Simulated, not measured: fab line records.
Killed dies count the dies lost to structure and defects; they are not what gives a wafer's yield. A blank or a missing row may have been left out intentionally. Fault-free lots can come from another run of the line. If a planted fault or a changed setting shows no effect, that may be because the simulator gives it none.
Struck lot and sound lot, side by side	flow nand_harc	15 steps out of a route of 1302
Sound: wafers L590.1, L590.4, L590.6. Wafers L593.2, L593.3, L593.4 were the ones struck. The cause comes at the end.
Per side, at each step with rows, come the tool, then ch with its chambers, and then its first start. Under that, the readings that differ: sound wafers	struck wafers	difference of the means	sigmas: that difference in standard deviations of wafers without a fault.
alike: readings whose means differ by less than 2 such deviations, and words and numbers that are the same on both sides. not compared: withheld readings, readings that some wafer has no value for, bounds like >300 that may hide the same value, and numbers for which the record gives no deviation and whose values overlap.
A row with sigmas, a row that says differs or no value, or rows on one side alone: a step with any of these is where the two part. Non-overlapping numbers with no deviation appear without sigmas and do not part them. A reading that every wafer of one side lacks parts them only if that side has two wafers or more.

first, 4 steps without rows for these wafers: NHARC_A_CHANNEL_HOLE_D1_ETCH_44 (etches the open film in CF4/O2, target depth 140 nm, overetch 14 nm, time 77 s); NHARC_A_CHANNEL_HOLE_D1_STRIP_27 (strips in O2); NHARC_A_CHANNEL_HOLE_D1_PRECLEAN_28 (cleans in SC1); NHARC_A_CHANNEL_HOLE_D1_SRD_29.
NHARC_A_CHANNEL_HOLE_D1_CD_MEAS_30:
  sound on cd_sem-02, day 15 15:07; struck on cd_sem-01, day 16 00:53
  alike: cd_nm
NHARC_A_CHANNEL_HOLE_D1_XSEM_31:
  sound on xsem-02 ch 0, day 15 15:13; struck on xsem-02 ch 0, day 16 00:59
  alike: bot_cd_nm, bow_nm, tilt_deg
NHARC_A_CHANNEL_HOLE_D1_INSPECT_40:
  sound on defect_inspect-02, day 15 15:19; struck on defect_inspect-02, day 16 01:05
  alike: raw_defect_count
then, 2 steps without rows for these wafers: NHARC_A_CHANNEL_FILL_D1_PRECLEAN_00 (cleans in SC1); NHARC_A_CHANNEL_FILL_D1_SRD_01.
NHARC_A_CHANNEL_FILL_D1_ALD_02: deposits SiO2, target thk 6 nm, pulse time 10 s, ald cycles 60.
  sound on ald_hk-01 ch 0,1,3, day 15 15:37; struck on ald_hk-01 ch 0,1,3, day 16 01:53
  alike: ald_cycles, heater_power_w, precursor_pulse_height_rel
NHARC_A_CHANNEL_FILL_D1_ALD_03: deposits SiNx, target thk 6 nm, pulse time 60 s, ald cycles 58.
  sound: ald_sin_batch-02 ch 0; struck: ald_sin_batch-03 ch 0
  alike: ald_cycles, precursor_pulse_height_rel
NHARC_A_CHANNEL_FILL_D1_ALD_14: deposits SiO2, target thk 2.5 nm, pulse time 10 s, ald cycles 25.
  sound on ald_hk-01 ch 1,2,3, day 15 23:19; struck on ald_hk-03 ch 0,2,3, day 16 08:24
  alike: ald_cycles, heater_power_w, precursor_pulse_height_rel
NHARC_A_CHANNEL_FILL_D1_ALD_15: deposits SiNx, target thk 2 nm, pulse time 60 s, ald cycles 19.
  sound on ald_sin_batch-02 ch 0, day 16 02:09; struck on ald_sin_batch-02 ch 0, day 16 11:31
reading	sound	struck	difference	sigmas
ald_cycles	19 19 19	33 33 33	+14	
  alike: precursor_pulse_height_rel
NHARC_A_CHANNEL_FILL_D1_ALD_16: deposits SiO2, target thk 1.5 nm, pulse time 10 s, ald cycles 15.
  sound on ald_hk-01 ch 1,2, day 16 04:25; struck on ald_hk-03 ch 0,2,3, day 16 13:36
  alike: ald_cycles, heater_power_w, precursor_pulse_height_rel
NHARC_END_SORT_01:
  the record has rows for the sound wafers here (prober-01 ch 0, day 31 21:36) and none for the struck ones

== WHERE THEY PART ==
NHARC_END_SORT_01 only, going by this record.

WHY: what had been put in by the simulator
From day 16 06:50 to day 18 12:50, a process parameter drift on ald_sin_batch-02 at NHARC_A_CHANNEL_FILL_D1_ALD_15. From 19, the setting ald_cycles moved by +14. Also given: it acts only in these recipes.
